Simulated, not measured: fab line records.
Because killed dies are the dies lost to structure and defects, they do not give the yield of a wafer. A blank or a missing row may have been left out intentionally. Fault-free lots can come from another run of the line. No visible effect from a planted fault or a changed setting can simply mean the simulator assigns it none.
fab line records	flow n5_finfet
record: lots: 9	wafers: 27	last_day: 17
route steps=1938 shown BEOL_M0@726 BEOL_M4@1111 MIM_BOT_ETCH@1869 PASSIVATION@1910
lots untouched by any fault: they come from a run of this same line in which no faults occurred
start_h: the number of hours between the record's first day and the start of the first shown wafer of the lot	wait_h: hours elapsed since this lot's preceding step	" repeats the value in the row above	L1.1+2: a single row standing in for several wafers	- either no value or no given start	* or withheld: withheld	< > ~ a bound
route shown NAME@n: NAME is a module with steps in the file, n the number in the route of the first one	usual: mean/standard deviation taken from wafers without a fault	same: alike in all rows	chamber/n: place in a boat	sites: the reading at each site	_std_site: the standard deviation of these	_edge_site: mean of outer sites minus mean of inner sites	radius_mm: for every site, how far away it sits from the centre of the wafer	mask NAME#n: copy n	behind: the last tool/chamber to shape the wafer	hold: what put the lot on hold/how long, in hours/how the hold closed	device: transistor that didn't switch, given as n, p or np	end of line: the route-end tests of the same wafers	step lacking rows: just its recipe	killed: dies lost to structure and defects at the first sort, not the wafer's yield	map: a wafer's dies, marking killed ones x, the rest . and places with no die _
set.NAME: the setting the step ran with; set.NAME@STEP: the setting that earlier step ran with	model.NAME: the simulator's own value behind a step, which no gauge read
one table for each step of the route and one row for each wafer, over a sample of lots
services: the hour from which a tool's chamber was out of use, counted from the record's first day as start_h (under 0 if before that day), plus the number of hours and why
== steps ==
step: N5_BEOL_M0_ETCH_109
recipe: chemistry: CH3F/O2	target_depth_a: 80	overetch_a: 24	target: SiCN	time_s: 27.4	ion_energy_ev: 120	pressure_mtorr: 30	source_w: 395	bias_w: 75	Ar_flow_sccm: 150	CH3F_flow_sccm: 30	O2_flow_sccm: 20
usual: drypump_motor_current_A: 5.6/0.42	oes_product_au: 0.69/0.067	rf_vpp_V: 297.4/1.6	showerhead_plenum_p_Torr: 2.01/0.065	throttle_valve_pct: 16.24/0.2
lot.wafer	tool	chamber	start_h	wait_h	drypump_motor_current_A	oes_product_au	rf_hours_counter_h	rf_vpp_V	showerhead_plenum_p_Torr	throttle_valve_pct
L173.1	rie_diel-04	2	121.92	0.4	5.9	0.63	166	297.6	1.98	16.01
L173.4	"	3	"	"	5.1	0.73	73	294.9	1.95	16.36
L173.6	"	3	"	"	5.2	0.72	-	295.8	1.95	16.35
L175.3	rie_diel-01	0	131.06	0.6	5.2	0.72	53	299.2	2.10	16.14
L175.5	"	1	"	"	5.3	0.61	-	298.2	1.97	16.64
L175.6	"	2	"	"	5.6	0.77	-	296.3	1.95	16.03
L176.1	rie_diel-04	3	144.99	0.0	5.1	0.71	78	294.5	1.95	16.37
L176.2	"	0	"	"	5.9	0.67	107	295.4	1.94	16.12
L176.3	"	2	"	"	6.0	0.62	174	296.8	1.98	16.02
L179.1	rie_diel-04	0	162.72	0.1	5.9	0.61	116	296.7	1.94	16.12
L179.2	"	2	"	"	6.0	0.61	181	295.9	1.98	16.05
L179.6	"	0	"	"	6.0	0.60	-	296.9	1.94	16.12
L182.1	rie_diel-04	0	185.31	0.0	5.9	0.60	123	296.4	1.94	16.13
L182.2	"	1	"	"	5.8	0.57	245	296.8	2.06	16.66
L182.5	"	1	"	"	5.8	0.58	-	298.6	2.06	16.64
L186.2	rie_diel-06	1	202.74	0.0	6.4	0.76	33	300.6	2.11	16.07
L186.4	"	2	"	"	5.8	0.71	72	296.4	2.02	16.15
L186.6	"	0	"	"	5.2	0.61	-	298.8	2.07	16.21
L185.2	rie_diel-01	2	202.93	0.0	5.6	0.73	61	296.0	1.94	16.08
L185.4	"	0	"	"	5.2	0.71	-	298.7	2.09	16.19
L185.6	"	2	"	"	5.6	0.74	-	296.1	1.94	16.09
L191.2	rie_diel-01	0	231.61	0.7	5.2	0.68	96	300.3	2.09	16.22
L191.5	"	2	"	"	5.6	0.73	-	296.7	1.94	16.11
L191.6	"	0	"	"	5.2	0.70	-	297.7	2.09	16.22
L193.1	rie_diel-04	2	249.68	0.5	6.0	0.61	213	298.4	1.97	16.12
L193.2	"	0	"	"	5.9	0.65	147	295.9	1.93	16.18
L193.3	"	1	"	"	5.8	0.78	14	299.5	2.05	16.22
step: N5_BEOL_M4_RC_MEAS_101
usual: DIBL_N: 36.4/2.7	DIBL_P: 36/3.2	IOFF_N: 0.16/0.046	IOFF_P: 0.21/0.055	ION_N: 677/15	ION_P: 464/11	SS_N: 71.5/0.79	SS_P: 73.3/0.93	VT_N: 250/4.1	VT_P: -251/4.4
lot.wafer	tool	chamber	start_h	wait_h	DIBL_N[mV/V]	DIBL_P[mV/V]	IOFF_N[nA/um]	IOFF_P[nA/um]	ION_N[uA/um]	ION_P[uA/um]	SS_N[mV/dec]	SS_P[mV/dec]	VT_N[mV]	VT_P[mV]
L173.1	prober-02	0	166.53	0.0	37.0	35	0.16	0.21	680	467	71.0	73.8	249	-249
L173.4	"	0	"	"	43.5	44	0.32	0.42	733	500	72.7	76.2	242	-240
L173.6	"	0	"	"	39.5	38	0.22	0.29	692	479	71.5	73.5	244	-245
L175.3	prober-01	0	189.09	0.3	38.3	40	0.22	0.36	695	487	72.9	73.0	242	-239
L175.5	"	0	"	"	37.2	38	0.19	0.28	691	478	72.2	73.6	245	-242
L175.6	"	0	"	"	35.4	36	0.16	0.26	682	481	72.0	73.0	248	-243
L176.1	prober-02	0	206.75	0.0	31.4	29	0.09	0.13	648	452	69.9	71.0	256	-257
L176.2	"	0	"	"	36.5	36	0.17	0.21	691	470	71.7	72.6	246	-249
L176.3	"	0	"	"	35.3	34	0.14	0.18	677	463	71.3	72.5	252	-253
L179.2	prober-01	0	232.71	0.2	36.5	38	0.17	0.23	687	472	71.7	72.6	248	-250
L182.2	prober-02	0	238.38	0.2	37.7	38	0.19	0.23	709	480	71.3	73.8	243	-249
L182.5	"	0	"	"	36.7	36	0.15	0.19	672	457	71.5	73.1	251	-252
L186.2	prober-02	0	257.55	0.2	33.3	34	0.12	0.18	656	454	71.3	73.1	254	-254
L186.4	"	0	"	"	38.7	39	0.24	0.25	684	456	72.1	75.0	244	-251
L186.6	"	0	"	"	36.7	35	0.18	0.19	653	445	72.6	73.5	252	-254
L185.2	prober-01	0	263.50	0.2	34.6	35	0.13	0.16	667	461	71.4	72.8	254	-254
L185.4	"	0	"	"	39.2	41	0.20	0.24	671	459	72.4	74.0	251	-249
L185.6	"	0	"	"	42.8	45	0.29	0.35	698	474	73.4	75.4	245	-246
L191.2	prober-02	0	293.20	0.2	36.9	38	0.17	0.24	689	475	71.3	74.3	247	-247
L191.5	"	0	"	"	37.6	37	0.17	0.24	675	466	72.1	74.6	249	-248
L191.6	"	0	"	"	37.0	36	0.17	0.22	676	454	71.6	74.0	248	-247
L193.1	prober-02	0	316.62	0.0	36.8	37	0.19	0.23	697	475	71.2	72.9	246	-248
L193.2	"	0	"	"	37.1	38	0.20	0.23	694	466	71.2	73.8	246	-253
L193.3	"	0	"	"	37.0	38	0.17	0.23	673	466	71.6	74.1	247	-251
step: N5_MIM_BOT_ETCH_STRIP_01
recipe: chemistry: O2	power_w: 600	temp_c: 60	pressure_mtorr: 30	rf_frequency_hz: 6e+07	bias_power_w: 0	overash_fraction: 0.5	o2_flow_sccm: 225
usual: drypump_motor_current_A: 5.6/0.43	oes_product_au: 0.81/0.072	rf_vpp_V: 3.5/1.2	showerhead_plenum_p_Torr: 2.07/0.072	throttle_valve_pct: 16.58/0.21
lot.wafer	tool	chamber	start_h	wait_h	drypump_motor_current_A	oes_product_au	rf_hours_counter_h	rf_vpp_V	showerhead_plenum_p_Torr	throttle_valve_pct
L173.1	rie_diel-04	0	271.76	0.1	5.9	0.75	154	4.2	1.99	16.39
L173.4	"	3	"	"	5.2	0.79	119	3.6	2.02	16.73
L173.6	"	0	"	"	6.0	0.75	-	3.7	1.99	16.42
L175.3	rie_diel-06	3	282.63	0.1	5.0	0.86	83	3.0	2.05	16.77
L175.5	"	1	"	"	6.4	0.82	-	3.0	2.23	16.62
L175.6	"	2	"	"	5.8	0.81	-	3.8	2.09	16.47
L176.1	rie_diel-04	3	299.49	0.1	5.2	0.79	128	2.4	2.01	16.76
L176.2	"	1	"	"	5.9	0.88	29	3.7	2.14	16.58
L176.3	"	2	"	"	6.0	0.69	230	3.6	2.08	16.59
L179.2	rie_diel-06	2	327.19	0.1	5.8	0.79	116	3.5	2.09	16.45
L182.2	rie_diel-04	1	331.40	0.1	5.9	0.84	39	3.0	2.13	16.59
L182.5	"	2	"	"	6.0	0.68	-	4.1	2.08	16.59
L186.2	rie_diel-04	1	357.92	0.1	5.9	0.82	50	4.1	2.13	16.61
L186.4	"	3	"	"	5.2	0.76	-	6.2	2.01	16.76
L186.6	"	0	"	"	6.0	0.74	-	4.3	1.98	16.48
L185.2	rie_diel-04	1	358.32	0.1	5.8	0.84	50	3.9	2.13	16.60
L185.4	"	0	"	"	5.9	0.74	-	2.3	1.98	16.48
L185.6	"	3	"	"	5.1	0.77	-	3.3	2.00	16.80
L191.2	rie_diel-01	0	388.46	0.2	5.2	0.75	152	3.7	2.19	16.79
L191.5	"	1	"	"	5.3	0.85	-	4.4	2.02	16.53
L191.6	"	0	"	"	5.2	0.74	-	3.8	2.19	16.76
L193.1	rie_diel-04	0	399.65	0.1	5.9	0.71	202	3.6	1.98	16.51
L193.2	"	3	"	"	5.1	0.77	168	3.8	2.00	16.85
L193.3	"	1	"	"	5.9	0.82	68	2.5	2.12	16.68
step: N5_PASSIVATION_ETCH_59
recipe: chemistry: Cl2/BCl3	target: TaN	target_depth_a: 650	time_s: 34.9	ion_energy_ev: 100	pressure_mtorr: 10	icp_w: 900	bias_w: 100	Cl2_flow_sccm: 60	bcl3_flow_sccm: 30
usual: drypump_motor_current_A: 5.8/0.47	oes_product_au: 0.81/0.1	throttle_valve_pct: 21.1/0.32
lot.wafer	tool	chamber	start_h	wait_h	drypump_motor_current_A	oes_product_au	rf_hours_counter_h	throttle_valve_pct
L173.1	rie_metal-01	1	276.23	0.3	5.4	0.97	8	20.8
L173.4	"	0	"	"	5.8	0.75	-	20.5
L173.6	"	0	"	"	5.8	0.75	-	20.5
L175.3	rie_metal-02	1	287.47	0.2	5.4	0.64	-	21.2
L175.5	"	0	"	"	6.6	0.81	-	21.2
L175.6	"	1	"	"	5.4	0.65	-	21.2
L176.1	rie_metal-03	1	303.36	0.3	5.9	0.77	43	21.2
L176.2	"	0	"	"	5.5	0.72	64	21.6
L176.3	"	0	"	"	5.5	0.73	-	21.5
L179.2	rie_metal-02	0	331.41	0.3	6.6	0.79	33	21.2
L182.2	rie_metal-02	1	334.89	0.3	5.4	0.99	1	20.8
L182.5	"	1	"	"	5.4	0.99	-	20.8
L186.2	rie_metal-02	1	364.28	0.3	5.4	0.97	4	20.8
L186.4	"	0	"	"	6.6	0.80	-	21.2
L186.6	"	0	"	"	6.6	0.78	-	21.2
L185.2	rie_metal-01	0	364.50	0.3	5.8	0.75	68	20.6
L185.4	"	1	"	"	5.4	0.93	-	20.9
L185.6	"	0	"	"	5.9	0.74	-	20.5
L191.2	rie_metal-03	1	394.36	0.3	5.9	0.73	54	21.3
L191.5	"	0	"	"	5.5	0.72	-	21.6
L191.6	"	1	"	"	5.9	0.73	-	21.3
L193.1	rie_metal-01	0	403.20	0.3	5.9	0.72	72	20.6
L193.2	"	1	"	"	5.4	0.90	20	20.9
L193.3	"	1	"	"	5.3	0.91	-	20.9
step: N5_PASSIVATION_ETCH_54
recipe: chemistry: CHF3/O2	target: SiO2	target_depth_a: 8800	CHF3_flow_sccm: 50	O2_flow_sccm: 5	Ar_flow_sccm: 200	time_s: 440	mask_material: PR	pressure_mtorr: 30	source_w: 650	bias_w: 170	ion_energy_ev: 200
usual: drypump_motor_current_A: 5.7/0.42	oes_ar_750_au: 0.81/0.07	oes_product_au: 0.81/0.072	rf_vpp_V: 520/15	showerhead_plenum_p_Torr: 2.39/0.073	throttle_valve_pct: 18.70/0.2
lot.wafer	tool	chamber	start_h	wait_h	drypump_motor_current_A	oes_ar_750_au	oes_product_au	rf_hours_counter_h	rf_vpp_V	showerhead_plenum_p_Torr	throttle_valve_pct
L173.1	rie_diel-04	1	278.09	0.1	5.8	0.87	0.87	23	548	2.47	18.75
L173.4	"	2	"	"	6.0	0.69	0.69	223	516	2.37	18.58
L173.6	"	1	"	"	5.8	0.87	0.88	-	547	2.46	18.75
L175.3	rie_diel-01	1	288.98	0.1	5.3	0.92	0.91	15	533	2.36	18.77
L175.5	"	2	"	"	5.5	0.82	0.82	-	504	2.32	18.58
L175.6	"	1	"	"	5.3	0.91	0.91	-	534	2.36	18.79
L176.1	rie_diel-04	2	304.87	0.1	6.0	0.69	0.68	232	514	2.37	18.56
L176.2	"	1	"	"	5.8	0.86	0.86	31	547	2.46	18.75
L176.3	"	3	"	"	5.1	0.78	0.78	130	507	2.34	19.00
L179.2	rie_diel-04	3	333.08	0.1	5.1	0.77	0.77	139	508	2.33	19.03
L182.2	rie_diel-06	3	336.53	0.1	5.1	0.77	0.80	104	505	2.33	18.87
L182.5	"	1	"	"	6.3	0.84	0.83	-	506	2.52	18.69
L186.2	rie_diel-01	0	365.92	0.1	5.2	0.75	0.76	144	536	2.50	18.80
L186.4	"	2	"	"	5.6	0.80	0.79	122	501	2.31	18.63
L186.6	"	2	"	"	5.6	0.80	0.79	-	503	2.31	18.60
L185.2	rie_diel-06	1	366.34	0.1	6.3	0.83	0.81	90	505	2.52	18.70
L185.4	"	2	"	"	5.8	0.80	0.78	130	520	2.42	18.76
L185.6	"	2	"	"	5.8	0.81	0.79	-	520	2.42	18.75
L191.2	rie_diel-06	3	396.01	0.1	5.0	0.75	0.77	125	504	2.32	18.90
L191.5	"	1	"	"	6.4	0.82	0.81	-	504	2.51	18.75
L191.6	"	0	"	"	5.2	0.94	0.93	-	541	2.47	18.39
L193.1	rie_diel-04	1	404.71	0.1	5.9	0.80	0.82	69	545	2.45	18.82
L193.2	"	0	"	"	5.9	0.74	0.72	203	509	2.30	18.71
L193.3	"	2	"	"	6.0	0.91	0.92	14	514	2.36	18.32
step: N5_PASSIVATION_PROBE_49
usual: defect_limited_yield: 91.1/1.4	killed_at_M0_to_M3: 34/9.7	killed_at_M4_up: 13/5.1	killed_at_contacts: 14/6.3	killed_at_front_end: 40/11	killed_at_other: 3.5/2.7	killed_dies: 105/16	killed_on_rim: 13/4.1	killed_open: 70/12	killed_short: 34/7.8	sort_bin_4_leakage: 0.02/0.13	sort_bin_5_function: 5.2/0.88	sort_bin_6_memory: 3.3/0.7	sort_n_pass: 1074/17	sort_yield_pct: 91.0/1.5
same: gross_dies: 1180	killed_at_back_side: 0	sort_bin_8_speed[%]: 0
lot.wafer	tool	chamber	start_h	wait_h	defect_limited_yield[%]	killed_at_M0_to_M3	killed_at_M4_up	killed_at_contacts	killed_at_front_end	killed_at_other	killed_dies	killed_on_rim	killed_open	killed_short	sort_bin_4_leakage[%]	sort_bin_5_function[%]	sort_bin_6_memory[%]	sort_n_pass	sort_yield_pct[%]
L176.1	prober-01	-	307.65	0.0	91.7	42	16	13	26	1	98	16	62	34	0	4.5	3.4	1082	91.7
L176.2	prober-01	-	307.70	0.1	92.1	35	19	7	30	2	93	9	63	30	0	5.3	2.3	1087	92.1
L176.3	prober-01	-	307.75	0.1	90.5	35	16	20	39	2	112	11	75	35	0	4.4	4.7	1068	90.5
L179.1	prober-01	-	335.86	0.0	0	1098	13	11	57	1	1180	152	83	35	0	95.8	3.9	0	0
L179.2	prober-01	-	335.91	0.1	90.7	36	10	13	47	4	110	13	77	32	0	5.4	3.8	1070	90.7
L179.6	prober-01	-	336.11	0.3	0	1079	20	14	66	1	1180	152	87	45	0	94.2	5.1	0	0
L182.1	prober-01	-	339.32	0.0	0	1100	15	8	49	8	1180	152	71	38	0	96.7	2.7	0	0
L182.2	prober-01	-	339.37	0.1	91.4	24	22	21	24	10	101	14	61	40	0	5.5	2.8	1079	91.4
L182.5	prober-01	-	339.52	0.2	91.6	31	18	19	22	9	99	11	62	35	0	5.2	2.7	1081	91.6
L186.2	prober-02	-	368.75	0.1	92.2	29	9	13	41	0	92	13	66	25	0	5.2	2.5	1088	92.2
L186.4	prober-02	-	368.85	0.2	92.6	21	18	10	38	0	87	10	55	26	0	3.8	3.1	1093	92.6
L186.6	prober-02	-	368.95	0.3	90.5	52	8	13	32	7	112	12	77	32	0	5.3	4.2	1068	90.5
L185.2	prober-01	-	369.18	0.1	91.3	24	12	13	49	5	103	6	79	24	0	6.0	2.7	1077	91.3
L185.4	prober-01	-	369.28	0.2	89.8	34	14	19	48	5	120	15	72	48	0	6.8	3.3	1060	89.8
L185.6	prober-01	-	369.38	0.3	89.1	44	12	22	46	5	129	18	84	43	0.25	5.7	4.9	1048	88.8
L191.2	prober-01	-	398.84	0.1	91.2	39	6	14	43	2	104	15	75	29	0	5.8	2.8	1076	91.2
L191.5	prober-01	-	398.99	0.2	93.1	38	8	13	15	8	82	11	50	27	0	4.2	2.5	1098	93.1
L191.6	prober-01	-	399.04	0.3	91.4	38	12	16	22	14	102	11	62	38	0	5.2	3.0	1078	91.4
killed by level:class
L176.1 BEOL_M0_SAQP:geometric_particle:short=12 BEOL_M3:geometric_particle:open=10 MOL_CONTACT_COAG:geometric_particle:open=9 BEOL_M0_SAQP:geometric_particle:open=9 BEOL_M4:geometric_particle:open=9 FIN_SAQP:geometric_particle:short=4 FIN_SAQP:geometric_particle:open=4 STI_FIN_REVEAL:geometric_particle:open=4
L176.2 STI_FIN_REVEAL:geometric_particle:open=10 BEOL_M4:geometric_particle:open=9 BEOL_M0_SAQP:geometric_particle:short=8 FIN_SAQP:geometric_particle:open=7 MOL_CONTACT_COAG:geometric_particle:open=7 BEOL_M0_SAQP:geometric_particle:open=7 BEOL_M3:geometric_particle:open=6 BEOL_M2:geometric_particle:open=6
L176.3 MOL_CONTACT_COAG:geometric_particle:open=17 STI_FIN_REVEAL:geometric_particle:open=16 BEOL_M0_SAQP:geometric_particle:short=11 BEOL_M4:geometric_particle:open=10 BEOL_M0_SAQP:geometric_particle:open=7 BEOL_M2:geometric_particle:open=5 BEOL_M3:geometric_particle:open=4 GATE_CUT:geometric_particle:short=4
L179.1 BEOL_M0:area_etch=1058 STI_FIN_REVEAL:geometric_particle:open=16 BEOL_M0_SAQP:geometric_particle:open=14 MOL_CONTACT_COAG:geometric_particle:open=9 BEOL_M2:geometric_particle:open=8 BEOL_M0_SAQP:geometric_particle:short=7 DUMMY_GATE:geometric_particle:open=6 STI_FIN_REVEAL:geometric_particle:short=5
L179.2 MOL_CONTACT_COAG:geometric_particle:open=12 BEOL_M0_SAQP:geometric_particle:open=9 STI_FIN_REVEAL:geometric_particle:open=8 BEOL_M0_SAQP:geometric_particle:short=8 BEOL_M5:geometric_particle:open=8 FIN_SAQP:geometric_particle:open=7 DUMMY_GATE:geometric_particle:open=7 BEOL_M3:geometric_particle:open=7
L179.6 BEOL_M0:area_etch=1047 STI_FIN_REVEAL:geometric_particle:open=23 MOL_CONTACT_COAG:geometric_particle:open=11 STI_FIN_REVEAL:geometric_particle:short=8 BEOL_M0_SAQP:geometric_particle:short=6 BEOL_M0_SAQP:geometric_particle:open=6 BEOL_M4:geometric_particle:open=6 STARTING-WAFER:geometric_particle:short=6
L182.1 BEOL_M0:area_etch=1069 STI_FIN_REVEAL:geometric_particle:open=11 BEOL_M2:geometric_particle:open=10 DUMMY_GATE:geometric_particle:open=9 FIN_SAQP:geometric_particle:open=8 BEOL_M0_SAQP:geometric_particle:open=8 MOL_CONTACT_COAG:geometric_particle:open=7 STARTING-WAFER:geometric_particle:short=6
L182.2 MOL_CONTACT_COAG:geometric_particle:open=16 BEOL_M0_SAQP:geometric_particle:short=9 BEOL_M4:geometric_particle:open=9 STARTING-WAFER:geometric_particle:short=5 MOL_CONTACT_COAG:geometric_particle:short=5 BEOL_M0_SAQP:geometric_particle:open=5 GATE_CUT:geometric_particle:short=4 PASS1_DEP:geometric_particle:short=4
L182.5 MOL_CONTACT_COAG:geometric_particle:open=16 BEOL_M4:geometric_particle:open=6 STI_FIN_REVEAL:geometric_particle:open=5 BEOL_M0_SAQP:geometric_particle:open=5 BEOL_M2:geometric_particle:short=5 BEOL_M3:geometric_particle:open=5 DUMMY_GATE:geometric_particle:open=4 BEOL_M1:geometric_particle:open=4
L186.2 FIN_SAQP:geometric_particle:open=15 FIN_SAQP:geometric_particle:short=11 MOL_CONTACT_COAG:geometric_particle:open=11 BEOL_M2:geometric_particle:open=8 BEOL_M3:geometric_particle:open=7 STI_FIN_REVEAL:geometric_particle:open=5 BEOL_M0_SAQP:geometric_particle:short=4 ILD0:geometric_particle:open=3
L186.4 FIN_SAQP:geometric_particle:open=10 BEOL_M2:geometric_particle:open=10 BEOL_M4:geometric_particle:open=8 MOL_CONTACT_COAG:geometric_particle:open=7 STI_FIN_REVEAL:geometric_particle:open=5 FIN_SAQP:geometric_particle:short=4 BEOL_M0_SAQP:geometric_particle:short=4 HKMG_FIN:area_etch=4
L186.6 MOL_CONTACT_COAG:geometric_particle:open=10 BEOL_M2:geometric_particle:open=10 BEOL_M0_SAQP:geometric_particle:open=9 BEOL_M3:geometric_particle:open=9 STI_FIN_REVEAL:geometric_particle:open=8 BEOL_M0_SAQP:geometric_particle:short=8 BEOL_M1:geometric_particle:open=7 FIN_SAQP:geometric_particle:open=6
L185.2 FIN_SAQP:geometric_particle:open=14 MOL_CONTACT_COAG:geometric_particle:open=12 FIN_SAQP:geometric_particle:short=11 BEOL_M3:geometric_particle:open=10 GATE_CUT:geometric_particle:open=8 BEOL_M4:geometric_particle:open=6 STI_FIN_REVEAL:geometric_particle:open=5 GATE_CUT:geometric_particle:short=4
L185.4 MOL_CONTACT_COAG:geometric_particle:open=14 STI_FIN_REVEAL:geometric_particle:open=11 FIN_SAQP:geometric_particle:short=10 BEOL_M0_SAQP:geometric_particle:open=6 BEOL_M0:geometric_particle:open=6 BEOL_M4:geometric_particle:open=6 ILD0:geometric_particle:short=5 GATE_CUT:geometric_particle:open=5
L185.6 MOL_CONTACT_COAG:geometric_particle:open=19 BEOL_M0_SAQP:geometric_particle:short=15 BEOL_M0_SAQP:geometric_particle:open=14 STI_FIN_REVEAL:geometric_particle:open=10 FIN_SAQP:geometric_particle:short=7 BEOL_M4:geometric_particle:open=6 BEOL_M0:geometric_particle:open=5 FIN_SAQP:geometric_particle:open=4
L191.2 STI_FIN_REVEAL:geometric_particle:open=22 MOL_CONTACT_COAG:geometric_particle:open=12 BEOL_M3:geometric_particle:open=10 BEOL_M0_SAQP:geometric_particle:open=8 BEOL_M0_SAQP:geometric_particle:short=8 STI_FIN_REVEAL:geometric_particle:short=7 BEOL_M2:geometric_particle:open=5 FIN_SAQP:geometric_particle:short=3
L191.5 BEOL_M0_SAQP:geometric_particle:short=12 MOL_CONTACT_COAG:geometric_particle:open=11 BEOL_M3:geometric_particle:open=9 BEOL_M0_SAQP:geometric_particle:open=8 MIM_TOP_ETCH:geometric_particle:short=4 ILD0:geometric_particle:short=3 BEOL_M1:geometric_particle:open=3 BEOL_M2:geometric_particle:open=3
L191.6 MOL_CONTACT_COAG:geometric_particle:open=13 BEOL_M1:geometric_particle:open=10 BEOL_M3:geometric_particle:open=6 GATE_CUT:geometric_particle:short=6 BEOL_M0_SAQP:geometric_particle:short=5 MIM_TOP_ETCH:geometric_particle:short=5 BEOL_M2:geometric_particle:open=5 BEOL_M0_SAQP:geometric_particle:open=4
== services ==
tool	chamber	start_h	hours	kind
rie_metal-01	-	107.94	0.5	repair
rie_diel-04	3	122.87	3.9	repair
rie_diel-04	-	126.60	2.8	pm
rie_metal-03	-	128.12	14.6	pm
rie_diel-01	-	144.78	4.3	pm
rie_metal-01	-	144.80	0.9	repair
rie_metal-03	0	152.94	18.0	repair
rie_metal-02	-	155.30	1.4	pm
rie_diel-06	3	173.08	5.7	repair
rie_diel-04	3	185.80	9.3	repair
rie_diel-04	1	195.45	-	clean
rie_diel-04	1	195.45	-	consumable_replace:focus_ring
rie_diel-04	1	195.45	17.4	scheduled_down
rie_diel-04	1	195.45	17.4	vent_cycle
rie_diel-06	-	221.57	2.8	pm
rie_metal-01	-	226.93	6.8	repair
rie_diel-06	-	256.88	0.1	repair
rie_diel-01	-	284.58	0.4	repair
rie_metal-02	-	328.64	0.5	repair
rie_metal-03	0	332.65	14.8	repair
rie_diel-01	2	337.34	4.5	repair
rie_diel-04	2	353.14	-	clean
rie_diel-04	2	353.14	-	consumable_replace:focus_ring
rie_metal-02	-	388.06	28.1	pm
== key ==
first_sign: step: N5_PASSIVATION_PROBE_49	reading: killed_at_M0_to_M3	direction: up	sigmas: 99+	usual: 34	struck: 1092
effect: step: N5_PASSIVATION_PROBE_49	reading: sort_bin_5_function	direction: up	sigmas: 99+	usual: 5.2	struck: 95.6
more_kills_born_at: N5_BEOL_M0_ETCH_109@rie_diel-04: 3174
met_at N5_BEOL_M0_ETCH_109
struck_lots L179,L182
struck_wafers L179.1,L179.6,L182.1
later_rows_left_out L179.1,L179.6,L182.1
not_acting_at N5_MIM_BOT_ETCH_STRIP_01,N5_PASSIVATION_ETCH_59,N5_PASSIVATION_ETCH_54
onset_between 144.99 162.72
fault: kind: process_parameter_drift	tool: rie_diel-04	chamber: 0	onset_h: 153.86	steps: N5_BEOL_M0_ETCH_109	channel: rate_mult	offset: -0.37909	shape: step	end_h: 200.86
later_rows_left_out: the simulator's readings of these wafers behind a module that went badly wrong aren't trusted and aren't shown, but for the sort
